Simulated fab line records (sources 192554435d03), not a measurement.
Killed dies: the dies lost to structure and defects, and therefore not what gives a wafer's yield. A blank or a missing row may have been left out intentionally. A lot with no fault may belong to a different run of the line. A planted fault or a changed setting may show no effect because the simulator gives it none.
A struck lot beside a sound one ; flow n5Finfet ; 35 steps out of a route of 1938
Sound: wafers L672.1, L672.4, L672.5. The struck wafers were L680.3, L680.6. The cause comes at the end.
Each step with rows lists, per side, the tool, then ch with its chambers, then its first start. Under that, the readings that differ: sound wafers ; struck wafers ; difference of the means ; sigmas: that difference in standard deviations of wafers without a fault.
alike: readings whose means differ by less than 2 such deviations, and words and numbers that are the same on both sides. not compared: withheld readings, readings that some wafer has no value for, bounds like >300 that may hide the same value, and numbers for which the record gives no deviation and whose values overlap.
The two part at a step that has a row with sigmas, a row that says differs or no value, or rows on one side only. Non-overlapping numbers with no deviation appear without sigmas and do not part them. A reading that every wafer of one side lacks parts them only if that side has two wafers or more.

first, 10 steps without rows for these wafers: N5_BEOL_M8_TRENCH_ETCH_37 (etches SiCOH lowk in C4F6/O2, target depth 93.478 nm, time 31.2 s); N5_BEOL_M8_ETCH_41 (etches SiCN in CH3F/O2, target depth 31.9 nm, time 57.8 s); N5_BEOL_M8_STRIP_80 (strips in N2/H2, time 10 s); N5_BEOL_M8_HM_STRIP_39 (strips TiN in peroxide tin strip, target depth 25 nm, time 158 s); N5_BEOL_M8_SRD_40 (time 30 s); N5_BEOL_M8_PRECLEAN_42 (cleans in residue remover, time 60 s); N5_BEOL_M8_SRD_43 (time 30 s); N5_BEOL_M8_CURE_75 (cures SiCOH lowk, time 120 s); N5_BEOL_M8_DEGAS_44 (time 60 s); N5_BEOL_M8_PRE_CLEAN_45 (time 30 s).
N5_BEOL_M8_ALD_77: deposits TaN, target thk 2 nm, pulse time 2 s, purge time 3 s.
  sound on aldMetal-02 ch 0,1, day 11 13:32; struck on aldMetal-02 ch 0,3, day 12 21:58
reading;sound;struck;difference;sigmas
aldCycles;40 40 40;77 77;+37;
model.TaN_of_BEOL_M8_ALD_77.thkNm (nm);2 2 2;3.8 3.8;+1.8;
  alike: heaterPowerW, susceptorTempC
then, 5 steps without rows for these wafers: N5_BEOL_M8_SURFACE_TREAT_79; N5_BEOL_M8_CVD_78 (deposits Co from CCTBA/H2, target thk 2 nm, time 142.3 s); N5_BEOL_M8_SPUTTER_48 (material Cu, target thk 10 nm, time 1.667 s); N5_BEOL_M8_ECD_50 (material Cu, target thk 300 nm); N5_BEOL_M8_ANNEAL_51 (time 90 s).
N5_BEOL_M8_CMP_52: polishes, stops on SiCOH lowk, t overpolish 6.9 s, target thk 80 nm.
  sound on cmp-03 ch 1,2,3, day 11 15:15; struck on cmp-03 ch 1, day 12 23:10
reading;sound;struck;difference;sigmas
barrierFieldEndpointS (s);29.0 28.8 29.6;32.0 31.7;+2.7;+4
  alike: motorCurrentA, platenRpm
then, 16 steps without rows for these wafers: N5_BEOL_M8_PRE_CLEAN_55 (time 15 s); N5_BEOL_M8_DEP_56 (deposits SiCN from 3MS/NH3, target thk 10 nm, time 17.5 s); N5_BEOL_M9_ILD_DEP_00 (deposits SiCOH lowk from DEMS/porogen, target thk 308.51 nm, time 58 s); N5_BEOL_M9_CURE_71 (cures SiCOH lowk, time 240 s); N5_BEOL_M9_PECVD_70 (deposits SiO2 from TEOS/O2, target thk 20 nm, time 22.7 s); N5_BEOL_M9_HM_DEP_02 (deposits TiN, target thk 20 nm); N5_BEOL_M9_COAT_59 (time 60 s, resist thk 100 nm); N5_BEOL_M9_COAT_60 (time 60 s, resist thk 30 nm); N5_BEOL_M9_COAT_05 (resist thk 90 nm); N5_BEOL_M9_EBR_07; N5_BEOL_M9_SOFTBAKE_06 (time 60 s); N5_BEOL_M9_EXPOSE_08 (exposes mask M9); N5_BEOL_M9_PEB_09 (peb time 60 s); N5_BEOL_M9_DEVELOP_10 (develop time 30 s); N5_BEOL_M9_DESCUM_16 (chemistry O2, time 7.9 s); N5_BEOL_M9_ETCH_61 (etches SiARC in CF4, target depth 39 nm, time 65 s).
-- a jump in the record: the struck wafers' starts before and after are 2 days apart (it breaks off in module BEOL_M9 and resumes in module BEOL_M15, where the first step shown is number 1830 of the route) --
N5_BEOL_M15_RC_MEAS_101:
  sound on prober-01 ch 0, day 13 22:40; struck on prober-01 ch 0, day 15 07:07
reading;sound;struck;difference;sigmas
COMB_M5 (S/m);2e-11 3.5e-11 4e-11;5.7e-11 5e-11;+2.2e-11;+3
SERP_M13 (ohm/um);0.314 0.313 0.318;0.309 0.297;-0.012;-2
SERP_M8 (ohm/um);14.2 14.0 14.2;15.7 16.5;+2.0;+4
SERP_M8_max_site (ohm/um);14.8 14.7 14.7;16.4 17.2;+2.1;+4
  alike: COMB_M10, COMB_M11, COMB_M12, COMB_M13, COMB_M14, COMB_M15, COMB_M6, COMB_M7, COMB_M8, COMB_M9, SERP_M10, SERP_M11, SERP_M12, SERP_M14, SERP_M5, SERP_M6, SERP_M7, SERP_M9
N5_PASSIVATION_PROBE_49:
  sound on prober-02 at day 14 13:32; struck on prober-01 at day 15 22:40
reading;sound;struck;difference;sigmas
killedAtFrontEnd;39 39 38;53 85;+30;+3
  alike: defectLimitedYield, killed_at_M0_to_M3, killed_at_M4_up, killedAtContacts, killedAtOther, killedDies, killedOpen, killedShort, sort_bin_5_function, sort_bin_6_memory, sortNPass, sortYieldPct
  not compared: sort_bin_8_speed

WHERE THEY PART
At N5_BEOL_M8_CMP_52 first; at N5_PASSIVATION_PROBE_49 last (within this record only).

WHY: what the simulator had put in
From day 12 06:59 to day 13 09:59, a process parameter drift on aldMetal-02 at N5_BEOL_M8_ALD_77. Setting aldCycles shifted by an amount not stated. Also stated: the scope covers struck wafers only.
